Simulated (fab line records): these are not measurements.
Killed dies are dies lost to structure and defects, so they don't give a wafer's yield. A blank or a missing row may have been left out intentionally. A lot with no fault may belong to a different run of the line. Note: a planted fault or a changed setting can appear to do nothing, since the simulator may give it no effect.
Split-lot study + flow n5 finfet + route with 1938 steps; 7 lots, 21 wafers read

ON THE SPLIT
At N5_MOL_CONTACT_COAG_ETCH_15 (etches SiNx in CH3F/O2, stops on Si:P, target depth 7 nm), the setting source w was moved away from the recipe's 395 W on 7 of the 21 wafers read, by -5.5% to +10.5%. All remaining wafers had this setting at the recipe value.

Reading taken at the split's own step.

THE READING
rf vpp V, in V, at N5_MOL_CONTACT_COAG_ETCH_15 (etches SiNx in CH3F/O2, stops on Si:P, target depth 7 nm). Fault-free wafers of this fab line usually give 297 V, standard deviation 4.8 V.

| wafer  | tool, chamber at the split | source w as run, W | against the recipe | rf vpp V, V | against lot-mates on the recipe |
|--------|----------------------------|--------------------|--------------------|-------------|---------------------------------|
| L074.1 | rie diel-04, 0             | 395                | recipe             | 299         | -                               |
| L074.4 | rie diel-04, 3             | 395                | recipe             | 299         | -                               |
| L074.5 | rie diel-04, 0             | 425.6              | +7.7%              | 288         | -11                             |
| L078.3 | rie diel-01, 3             | 420.8              | +6.5%              | 282         | -20                             |
| L078.4 | rie diel-01, 1             | 395                | recipe             | 301         | -                               |
| L078.6 | rie diel-01, 0             | 395                | recipe             | 303         | -                               |
| L082.3 | rie diel-04, 1             | 395                | recipe             | 300         | -                               |
| L082.4 | rie diel-04, 0             | 395                | recipe             | 296         | -                               |
| L082.5 | rie diel-04, 1             | 395                | recipe             | 299         | -                               |
| L086.2 | rie diel-01, 0             | 436.6              | +10.5%             | 287         | -14                             |
| L086.4 | rie diel-01, 2             | 395                | recipe             | 300         | -                               |
| L086.5 | rie diel-01, 0             | 395                | recipe             | 302         | -                               |
| L087.4 | rie diel-06, 1             | 395                | recipe             | 285         | -                               |
| L087.5 | rie diel-06, 0             | 373.2              | -5.5%              | 299         | +14                             |
| L087.6 | rie diel-06, 3             | 373.2              | -5.5%              | 310         | +25                             |
| L093.1 | rie diel-06, 2             | 395                | recipe             | 298         | -                               |
| L093.3 | rie diel-06, 1             | 395                | recipe             | 290         | -                               |
| L093.5 | rie diel-06, 2             | 395                | recipe             | 298         | -                               |
| L095.3 | rie diel-01, 2             | 426                | +7.8%              | 287         | -15                             |
| L095.5 | rie diel-01, 3             | 426                | +7.8%              | 280         | -22                             |
| L095.6 | rie diel-01, 0             | 395                | recipe             | 302         | -                               |

FIT RESULTS
A straight line over all 21 wafers: rf vpp V changes by -1.47 V for each +1% of source w; r = -0.78; the points scatter about the line by 5 V.
The same after taking each lot's own level away (the mean of its wafers on the recipe; 21 wafers): -2.27 V for each +1%; r = -0.91; scatter 4.5 V.
On that fit, the largest move of source w shifts the reading by 24 V.
From 285.0 to 302.0 V: that is the span of the lots' own levels, equal to 3.5 times the standard deviation above.
So the lot-to-lot level blurs the effect unless lot-mates are compared.
Check: -26.2 V against its lot-mates is what the line predicts for one of the wafers moved furthest among these (+10.5%) when that wafer is left out of the fit. It came out at -14 V against them.
Tool readings at the split's step, against how far the setting was moved: rf vpp V r = -0.78.

ADDITIONAL SPLITS CARRIED BY THESE WAFERS
These wafers also went through other splits before the reading. Each is held against what the fit with the lots' levels taken away leaves over:
| other split on the same wafers | wafers away from the commonest value | r with rf vpp V (lot level and that fit taken away) |
|--------------------------------|--------------------------------------|-----------------------------------------------------|
| N5_GATE_CUT_COAT_27 spin rpm   | 7                                    | +0.16                                               |

FILE'S OWN FIT
rf vpp V changes by -2.01 V for each +1% of source w, r = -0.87.
